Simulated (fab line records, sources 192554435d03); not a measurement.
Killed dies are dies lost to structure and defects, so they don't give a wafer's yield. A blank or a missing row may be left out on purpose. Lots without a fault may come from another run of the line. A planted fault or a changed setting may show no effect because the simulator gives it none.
fab line records | flow n5_finfet
record lots=7 wafers=21
route steps=1938 shown BEOL_M9@1411 BEOL_M11@1561 BEOL_M13@1694
start_h: hours from the record's first day to the start of the lot's first wafer shown | wait_h: hours since the lot's step before | " the same as in the row above | L1.1+2: a row that stands for several wafers | - no value, or no start given | * or withheld: withheld | < > ~ a bound
route shown NAME@n: a module of which the file shows steps, and the number in the route of the first | usual: mean/standard deviation of fault-free wafers | same: alike in all rows | chamber/n: place in a boat | sites: the reading at each site | _std_site: their standard deviation | _edge_site: outer sites' mean less inner sites' | radius_mm: how far each site lies from the wafer's centre | mask NAME#n: copy n | behind: the tool/chamber that last shaped the wafer | hold: why the lot was held/for how many hours/how that ended | device: the transistor (n, p or np) that didn't switch | end of line: the same wafers' tests at the end of the route | a step without rows: its recipe alone | killed: dies lost to structure and defects at the first sort, not the wafer's yield | map: a wafer's dies, x killed, . not, _ none there
set.NAME: the setting as run; set.NAME@STEP: as run at that earlier step | model.NAME: the simulator's own value behind a step, which no gauge read
lots whose settings were changed on purpose; a table a step, a row a wafer
## steps
# step N5_BEOL_M9_EXPOSE_08
# recipe mask_id=M9 na=1.35 source_shape=dipole sigma_inner=0.411 sigma_outer=0.611 polarization=te dose_mj=53.75
# columns lot.wafer tool chamber start_h wait_h mask set.dose_mj
L075.1+4 arfi_scanner-02 0 233.11 - M9#0 53.75
L075.3 " 0 " " M9#0 56.27
L081.1 arfi_scanner-02 0 262.01 - M9#0 53.75
L081.2+6 " 0 " " M9#0 55.61
L086.3 arfi_scanner-03 0 298.23 - M9#0 53.75
L086.5+6 " 0 " " M9#0 57.58
L090.1+3 arfi_scanner-02 0 319.06 - M9#0 53.75
L090.6 " 0 " " M9#0 57.43
L094.1+3 arfi_scanner-02 0 349.86 - M9#0 53.75
L094.5 " 0 " " M9#0 51.89
L095.1+2+4 arfi_scanner-03 0 358.39 - M9#0 53.75
L097.3+4 arfi_scanner-01 0 362.55 - M9#0 57.63
L097.6 " 0 " " M9#0 53.75
# step N5_BEOL_M9_PEB_09
# recipe peb_temp_c=withheld peb_time_s=60 resist=CAR-ArF
# step N5_BEOL_M9_DEVELOP_10
# recipe develop_time_s=30 developer=TMAH resist=CAR-ArF rinse_liquid=diw dry=air_spin dev_temp_c=23
# step N5_BEOL_M9_CD_MEAS_11
# recipe target_cd_nm=64.1 landing_energy_ev=500 detector=se_inlens polarity=opening
# usual cd_nm=64.1/0.55
# columns lot.wafer tool chamber start_h wait_h set.dose_mj@BEOL_M9_EXPOSE_08 cd_nm
L075.1 cd_sem-03 0 233.24 - 53.75 64.7
L075.3 " 0 " " 56.27 66.9
L075.4 " 0 " " 53.75 65.1
L081.1 cd_sem-02 0 262.14 - 53.75 63.8
L081.2 " 0 " " 55.61 65.2
L081.6 " 0 " " 55.61 65.7
L086.3 cd_sem-01 0 298.35 - 53.75 64.7
L086.5 " 0 " " 57.58 68.3
L086.6 " 0 " " 57.58 68.6
L090.1 cd_sem-01 0 319.19 - 53.75 64.1
L090.3 " 0 " " 53.75 64.0
L090.6 " 0 " " 57.43 66.8
L094.1 cd_sem-03 0 349.98 - 53.75 63.8
L094.3 " 0 " " 53.75 63.7
L094.5 " 0 " " 51.89 62.1
L095.1 cd_sem-01 0 358.52 - 53.75 63.8
L095.2 " 0 " " 53.75 63.7
L095.4 " 0 " " 53.75 64.0
L097.3 cd_sem-02 0 362.66 - 57.63 68.3
L097.4 " 0 " " 57.63 67.4
L097.6 " 0 " " 53.75 63.9
# step N5_BEOL_M9_DESCUM_16
# recipe chemistry=O2 time_s=7.9 source_power_w=50 bias_power_w=20 pressure_mtorr=20 rf_frequency_hz=2.712e+07 temp_c=40 resist=CAR-ArF o2_flow_sccm=225
# step N5_BEOL_M9_ETCH_61
# recipe chemistry=CF4 target=SiARC target_depth_a=390 mask_material=CAR-ArF time_s=65 ion_energy_ev=80 pressure_mtorr=40 source_w=545 bias_w=36 Ar_flow_sccm=100 cf4_flow_sccm=100 ends=cleared
# columns lot.wafer tool chamber start_h wait_h set.spin_rpm@BEOL_M9_COAT_60 set.dose_mj@BEOL_M9_EXPOSE_08 model.BEOL_M9.cd_offset_nm model.etch.depth_nm model.CAR-ArF_of_BEOL_M9_COAT_05.thk_nm
L075.1 rie_diel-02 2 233.36 0.0 1500 53.75 0.8 30.08 55.4
L075.3 " 3 " " 1500 56.27 3.2 30.06 55.6
L075.4 " 1 " " 1391 53.75 1 31.25 54.4
L081.1 rie_diel-04 1 262.41 0.0 1500 53.75 -0.2 30.01 55.4
L081.2 " 3 " " 1500 55.61 1.4 29.94 55.8
L081.6 " 1 " " 1500 55.61 1.6 29.92 55.4
L086.3 rie_diel-05 0 298.89 0.0 1386 53.75 1 30.93 54.4
L086.5 " 3 " " 1500 57.58 4.2 29.87 55.6
L086.6 " 2 " " 1500 57.58 5 29.81 55.6
L090.1 rie_diel-02 2 319.32 0.0 1663 53.75 -0.2 28.61 56.8
L090.3 " 3 " " 1500 53.75 0.4 30.03 55.2
L090.6 " 2 " " 1500 57.43 3.4 30.04 55.4
L094.1 rie_diel-04 1 350.16 0.0 1371 53.75 -0.2 31.52 54.2
L094.3 " 0 " " 1500 53.75 -0.2 30.06 55.4
L094.5 " 3 " " 1371 51.89 -1.8 31.42 54.2
L095.1 rie_diel-05 2 358.99 0.0 1500 53.75 0 30.07 56
L095.2 " 0 " " 1500 53.75 -0.4 30.03 56
L095.4 " 2 " " 1500 53.75 -0.4 30.06 55.8
L097.3 rie_diel-05 2 363.28 0.0 1500 57.63 4.4 29.91 55.8
L097.4 " 1 " " 1500 57.63 3.4 29.97 55.6
L097.6 " 2 " " 1500 53.75 0 30 55.8
# step N5_BEOL_M9_ETCH_62
# recipe chemistry=N2/H2 target=SOC target_depth_a=1100 overetch_a=220 mask_material=SiARC temp_c=40 time_s=165 ion_energy_ev=200 pressure_mtorr=30 source_w=840 bias_w=150 n2_flow_sccm=200 h2_flow_sccm=200
# columns lot.wafer tool chamber start_h wait_h set.spin_rpm@BEOL_M9_COAT_60 set.dose_mj@BEOL_M9_EXPOSE_08 model.BEOL_M9.cd_offset_nm model.SiARC_of_BEOL_M9_COAT_60.thk_nm
L075.1 rie_diel-02 2 233.41 0.0 1500 53.75 0.4 23.8
L075.3 " 0 " " 1500 56.27 2.6 23.6
L075.4 " 1 " " 1391 53.75 0.8 25
L081.1 rie_diel-04 1 262.46 0.0 1500 53.75 -0.2 23.2
L081.2 " 3 " " 1500 55.61 1.2 23.4
L081.6 " 1 " " 1500 55.61 1.8 23.2
L086.3 rie_diel-05 0 298.94 0.0 1386 53.75 0.6 24.6
L086.5 " 3 " " 1500 57.58 4.4 23.2
L086.6 " 2 " " 1500 57.58 5 23.6
L090.1 rie_diel-02 2 319.37 0.0 1663 53.75 -0.6 22.2
L090.3 " 3 " " 1500 53.75 0.4 23.6
L090.6 " 2 " " 1500 57.43 3 23.8
L094.1 rie_diel-04 1 350.21 0.0 1371 53.75 -0.4 24.8
L094.3 " 0 " " 1500 53.75 -0.4 23.4
L094.5 " 3 " " 1371 51.89 -2 25
L095.1 rie_diel-05 2 359.04 0.0 1500 53.75 0 23.8
L095.2 " 0 " " 1500 53.75 -0.4 23.6
L095.4 " 2 " " 1500 53.75 -0.4 23.8
L097.3 rie_diel-05 2 363.33 0.0 1500 57.63 4.6 23.6
L097.4 " 1 " " 1500 57.63 3.4 23.4
L097.6 " 2 " " 1500 53.75 0 23.8
# step N5_BEOL_M9_STRIP_68
# recipe chemistry=N2/H2 temp_c=40 n2_flow_sccm=200 h2_flow_sccm=200 rf_frequency_hz=6e+07
# step N5_BEOL_M9_STRIP_67
# recipe chemistry=CF4 resist=SiARC power_w=300 bias_power_w=75 pressure_mtorr=50 cf4_flow_sccm=150 rf_frequency_hz=6e+07
# step N5_BEOL_M9_HM_OPEN_17
# recipe chemistry=Cl2/BCl3 target_depth_a=200 overetch_a=60 target=TiN mask_material=SOC ion_energy_ev=150 pressure_mtorr=10 icp_w=1000 bias_w=126 Cl2_flow_sccm=53.25 bcl3_flow_sccm=21.75 Ar_flow_sccm=25
# step N5_BEOL_M9_STRIP_19
# recipe chemistry=O2 power_w=400 temp_c=40 pressure_mtorr=30 rf_frequency_hz=6e+07 bias_power_w=0 overash_fraction=0.2 o2_flow_sccm=225
# step N5_BEOL_M9_CD_MEAS_18
# recipe pitch_nm=140 target_cd_nm=70
# usual cd_nm=70.0/0.61
# columns lot.wafer tool chamber start_h wait_h set.dose_mj@BEOL_M9_EXPOSE_08 cd_nm
L075.1 cd_sem-01 - 233.78 0.0 53.75 70.3
L075.3 " - " " 56.27 72.5
L075.4 " - " " 53.75 70.1
L081.1 cd_sem-03 - 262.84 0.0 53.75 69.3
L081.2 " - " " 55.61 71.3
L081.6 " - " " 55.61 71.5
L086.3 cd_sem-02 - 299.32 0.1 53.75 70.5
L086.5 " - " " 57.58 74.5
L086.6 " - " " 57.58 75.0
L090.1 cd_sem-03 - 319.73 0.0 53.75 69.7
L090.3 " - " " 53.75 70.4
L090.6 " - " " 57.43 73.3
L094.1 cd_sem-01 - 350.58 0.0 53.75 69.2
L094.3 " - " " 53.75 69.4
L094.5 " - " " 51.89 68.1
L095.1 cd_sem-01 - 359.61 0.1 53.75 69.9
L095.2 " - " " 53.75 69.2
L095.4 " - " " 53.75 69.3
L097.3 cd_sem-02 - 363.82 0.1 57.63 74.4
L097.4 " - " " 57.63 73.3
L097.6 " - " " 53.75 70.2
# step N5_BEOL_M9_COAT_63
# recipe resist=SOC temp_c=250 time_s=60 spin_rpm=1500 resist_thk_nm=60
# step N5_BEOL_M9_COAT_64
# recipe resist=SiARC temp_c=220 time_s=60 spin_rpm=1500 resist_thk_nm=12
# step N5_BEOL_M9_PRECLEAN_42
# recipe chemistry=residue_remover time_s=60 temp_c=40
# step N5_BEOL_M9_SRD_43
# recipe time_s=30 temp_c=23 rinse_liquid=diw dry=ipa_marangoni
# step N5_BEOL_M9_CD_MEAS_35
# recipe target_cd_nm=70 target_cd_y_nm=40 polarity=opening
# usual cd_nm=70.0/0.62
# columns lot.wafer tool chamber start_h wait_h set.dose_mj@BEOL_M9_EXPOSE_08 cd_nm
L075.1 cd_sem-02 - 236.66 0.0 53.75 70.2
L075.3 " - " " 56.27 72.3
L075.4 " - " " 53.75 70.4
L081.1 cd_sem-02 - 264.01 0.0 53.75 69.2
L081.2 " - " " 55.61 71.4
L081.6 " - " " 55.61 71.7
L086.3 cd_sem-02 - 303.32 0.0 53.75 70.3
L086.5 " - " " 57.58 74.5
L086.6 " - " " 57.58 75.3
L090.1 cd_sem-03 - 323.76 0.0 53.75 69.1
L090.3 " - " " 53.75 70.3
L090.6 " - " " 57.43 72.8
L094.1 cd_sem-02 - 353.78 0.0 53.75 69.5
L094.3 " - " " 53.75 69.4
L094.5 " - " " 51.89 67.8
L095.1 cd_sem-03 - 361.90 0.0 53.75 70.1
L095.2 " - " " 53.75 69.3
L095.4 " - " " 53.75 69.2
L097.3 cd_sem-02 - 365.90 0.0 57.63 74.9
L097.4 " - " " 57.63 73.6
L097.6 " - " " 53.75 70.1
# step N5_BEOL_M11_COAT_64
# recipe resist=SiARC temp_c=220 time_s=60 spin_rpm=1500 resist_thk_nm=30
# columns lot.wafer tool chamber start_h wait_h set.spin_rpm model.SiARC_of_BEOL_M11_COAT_64.thk_nm
L075.1 litho_track-02 0 - - 1657 28.6
L075.3 " 0 " " 1500 29.8
L075.4 " 0 " " 1500 30
L081.1 litho_track-02 0 - - 1500 30
L081.2+6 " 0 " " 1583 29.2
L086.3+5+6 litho_track-02 0 - - 1500 30
L090.1+3+6 litho_track-03 0 - - 1500 30
L094.1+3 litho_track-05 0 - - 1500 30.2
L094.5 " 0 " " 1500 30
L095.1+4 litho_track-05 0 - - 1500 30
L095.2 " 0 " " 1500 30.2
L097.3+4+6 litho_track-05 0 - - 1500 30.2
# step N5_BEOL_M11_COAT_22
# recipe resist=CAR-ArF spin_rpm=1500 resist_thk_nm=90
# columns lot.wafer tool chamber start_h wait_h set.spin_rpm model.CAR-ArF_of_BEOL_M11_COAT_22.thk_nm
L075.1+4 litho_track-02 0 - - 1369 94
L075.3 " 0 " " 1500 89.8
L081.1 litho_track-02 0 - - 1500 90.2
L081.2+6 " 0 " " 1500 90.4
L086.3 litho_track-02 0 - - 1500 89.2
L086.5 " 0 " " 1416 91.8
L086.6 " 0 " " 1500 89.4
L090.1+6 litho_track-03 0 - - 1500 90.2
L090.3 " 0 " " 1664 85.6
L094.1 litho_track-05 0 - - 1373 94
L094.3 " 0 " " 1373 94.2
L094.5 " 0 " " 1500 90
L095.1 litho_track-05 0 - - 1500 90.6
L095.2+4 " 0 " " 1500 90.4
L097.3+4+6 litho_track-05 0 - - 1500 90.4
# step N5_BEOL_M11_EBR_24
# recipe solvent=PGMEA ebr_width_mm=1.5
# step N5_BEOL_M11_SOFTBAKE_23
# recipe temp_c=110 time_s=60 resist=CAR-ArF
# step N5_BEOL_M11_EXPOSE_25
# recipe mask_id=V10 na=1.35 source_shape=annular sigma_inner=0.5 sigma_outer=0.8 polarization=unpolarized dose_mj=85.5
# step N5_BEOL_M11_PEB_26
# recipe peb_temp_c=withheld peb_time_s=60 resist=CAR-ArF
# step N5_BEOL_M11_DEVELOP_27
# recipe develop_time_s=30 developer=TMAH resist=CAR-ArF rinse_liquid=diw dry=air_spin dev_temp_c=23
# columns lot.wafer tool chamber start_h wait_h set.spin_rpm@BEOL_M11_COAT_22 model.CAR-ArF_of_BEOL_M11_COAT_22.thk_nm
L075.1+4 litho_track-05 0 - - 1369 92.2
L075.3 " 0 " " 1500 88
L081.1+2+6 litho_track-03 0 - - 1500 88.6
L086.3 litho_track-03 0 - - 1500 87.4
L086.5 " 0 " " 1416 90.2
L086.6 " 0 " " 1500 87.8
L090.1+6 litho_track-05 0 - - 1500 88.6
L090.3 " 0 " " 1664 84
L094.1+3 litho_track-03 0 - - 1373 92.4
L094.5 " 0 " " 1500 88.2
L095.1 litho_track-03 0 - - 1500 89
L095.2 " 0 " " 1500 88.6
L095.4 " 0 " " 1500 88.8
L097.3+4+6 litho_track-05 0 - - 1500 88.8
# step N5_BEOL_M11_DESCUM_33
# recipe chemistry=O2 time_s=7.9 source_power_w=50 bias_power_w=20 pressure_mtorr=20 rf_frequency_hz=2.712e+07 temp_c=40 resist=CAR-ArF o2_flow_sccm=225
# columns lot.wafer tool chamber start_h wait_h set.spin_rpm@BEOL_M11_COAT_22 model.CAR-ArF_of_BEOL_M11_COAT_22.thk_nm
L075.1+4 rie_diel-05 0,3 250.72 0.0 1369 87.4
L075.3 " 1 " " 1500 83.2
L081.1 rie_diel-05 1 281.33 0.4 1500 83.6
L081.2 " 2 " " 1500 84
L081.6 " 3 " " 1500 83.8
L086.3 rie_diel-02 2 323.10 0.0 1500 82.6
L086.5 " 2 " " 1416 85.4
L086.6 " 3 " " 1500 83
L090.1+6 rie_diel-04 3 338.18 0.0 1500 83.8
L090.3 " 0 " " 1664 79
L094.1+3 rie_diel-04 2,0 369.85 0.0 1373 87.6
L094.5 " 2 " " 1500 83.4
L095.1 rie_diel-05 3 377.91 0.0 1500 84.2
L095.2 " 2 " " 1500 83.8
L095.4 " 1 " " 1500 84
L097.3+4+6 rie_diel-02 3,2,0 381.42 0.0 1500 84
# step N5_BEOL_M11_ETCH_65
# recipe chemistry=CF4 target=SiARC target_depth_a=390 mask_material=CAR-ArF time_s=65 ion_energy_ev=80 pressure_mtorr=40 source_w=545 bias_w=36 Ar_flow_sccm=100 cf4_flow_sccm=100 ends=cleared
# columns lot.wafer tool chamber start_h wait_h set.spin_rpm@BEOL_M11_COAT_64 set.spin_rpm@BEOL_M11_COAT_22 model.CAR-ArF_of_BEOL_M11_COAT_22.thk_nm model.etch.depth_nm
L075.1 rie_diel-05 0 250.76 0.0 1657 1369 60.8 28.54
L075.3 " 1 " " 1500 1500 55.4 29.86
L075.4 " 3 " " 1500 1369 59.6 29.96
L081.1 rie_diel-05 1 281.36 0.0 1500 1500 55.6 30.09
L081.2 " 2 " " 1583 1500 56.6 29.27
L081.6 " 3 " " 1583 1500 56.6 29.3
L086.3 rie_diel-02 2 323.14 0.0 1500 1500 54.6 30.08
L086.5 " 2 " " 1500 1416 57.4 30.04
L086.6 " 3 " " 1500 1500 55 30.07
L090.1 rie_diel-04 3 338.21 0.0 1500 1500 55.8 30.09
L090.3 " 0 " " 1500 1664 51 30.1
L090.6 " 3 " " 1500 1500 55.8 29.95
L094.1 rie_diel-04 2 369.88 0.0 1500 1373 59.4 30.21
L094.3 " 0 " " 1500 1373 59.4 30.17
L094.5 " 2 " " 1500 1500 55.4 30.1
L095.1 rie_diel-05 3 377.95 0.0 1500 1500 56.2 30.08
L095.2 " 2 " " 1500 1500 55.8 30.12
L095.4 " 1 " " 1500 1500 56 30.06
L097.3 rie_diel-02 3 381.45 0.0 1500 1500 55.8 30.17
L097.4 " 2 " " 1500 1500 55.8 30.23
L097.6 " 0 " " 1500 1500 55.8 30.19
# step N5_BEOL_M13_ETCH_68
# recipe chemistry=N2/H2 target=SOC mask_material=SiARC source_w=3000 bias_w=350 temp_c=40 time_s=355 ion_energy_ev=200 pressure_mtorr=30 n2_flow_sccm=200 h2_flow_sccm=200
# columns lot.wafer tool chamber start_h wait_h set.time_s model.SiARC_of_BEOL_M13_COAT_66.thk_nm
L075.1 rie_diel-02 3 261.61 0.1 355 77.6
L075.3 " 0 " " 355 76.4
L075.4 " 1 " " 355 77
L081.1 rie_diel-05 1 298.32 0.1 355 77
L081.2 " 0 " " 355 77.8
L081.6 " 1 " " 355 77.2
L086.3+6 rie_diel-02 2,3 336.01 0.1 310.5 81.4
L086.5 " 0 " " 355 76
L090.1 rie_diel-02 3 351.12 0.1 355 78.4
L090.3+6 " 2 " " 355 78
L094.1 rie_diel-05 0 383.70 0.1 355 78
L094.3 " 3 " " 317.6 81
L094.5 " 3 " " 317.6 81.2
L095.1 rie_diel-02 2 387.27 0.1 355 78
L095.2 " 1 " " 355 77.8
L095.4 " 0 " " 355 77.2
L097.3+4 rie_diel-04 3,1 394.01 0.1 397.5 73.2
L097.6 " 2 " " 397.5 73.6
## key
split step=N5_BEOL_M9_EXPOSE_08 setting=dose_mj stated=53.75 by=wafer
response step=N5_BEOL_M9_CD_MEAS_11 reading=cd_nm change=+0.488 per=1% r=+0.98
response step=N5_BEOL_M9_ETCH_61 reading=model.BEOL_M9.cd_offset_nm change=+0.504 per=1% r=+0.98
response step=N5_BEOL_M9_ETCH_62 reading=model.BEOL_M9.cd_offset_nm change=+0.512 per=1% r=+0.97
response step=N5_BEOL_M9_CD_MEAS_18 reading=cd_nm change=+0.515 per=1% r=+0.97
response step=N5_BEOL_M9_CD_MEAS_35 reading=cd_nm change=+0.547 per=1% r=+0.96
split step=N5_BEOL_M11_COAT_64 setting=spin_rpm stated=1500 by=wafer
response step=N5_BEOL_M11_COAT_64 reading=model.SiARC_of_BEOL_M11_COAT_64.thk_nm change=-0.129 per=1% r=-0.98
response step=N5_BEOL_M11_ETCH_65 reading=model.etch.depth_nm change=-0.134 per=1% r=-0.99
split step=N5_BEOL_M11_COAT_22 setting=spin_rpm stated=1500 by=wafer
response step=N5_BEOL_M11_COAT_22 reading=model.CAR-ArF_of_BEOL_M11_COAT_22.thk_nm change=-0.454 per=1% r=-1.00
response step=N5_BEOL_M11_DEVELOP_27 reading=model.CAR-ArF_of_BEOL_M11_COAT_22.thk_nm change=-0.459 per=1% r=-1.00
response step=N5_BEOL_M11_DESCUM_33 reading=model.CAR-ArF_of_BEOL_M11_COAT_22.thk_nm change=-0.466 per=1% r=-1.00
response step=N5_BEOL_M11_ETCH_65 reading=model.CAR-ArF_of_BEOL_M11_COAT_22.thk_nm change=-0.478 per=1% r=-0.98
split step=N5_BEOL_M13_ETCH_68 setting=time_s stated=355 by=wafer
response step=N5_BEOL_M13_ETCH_68 reading=model.SiARC_of_BEOL_M13_COAT_66.thk_nm change=-0.374 per=1% r=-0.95
split outside_this_file step=N5_BEOL_M9_COAT_60 setting=spin_rpm
# split outside_this_file: this setting was split too, and the file shows its column; the key of that split is in another file
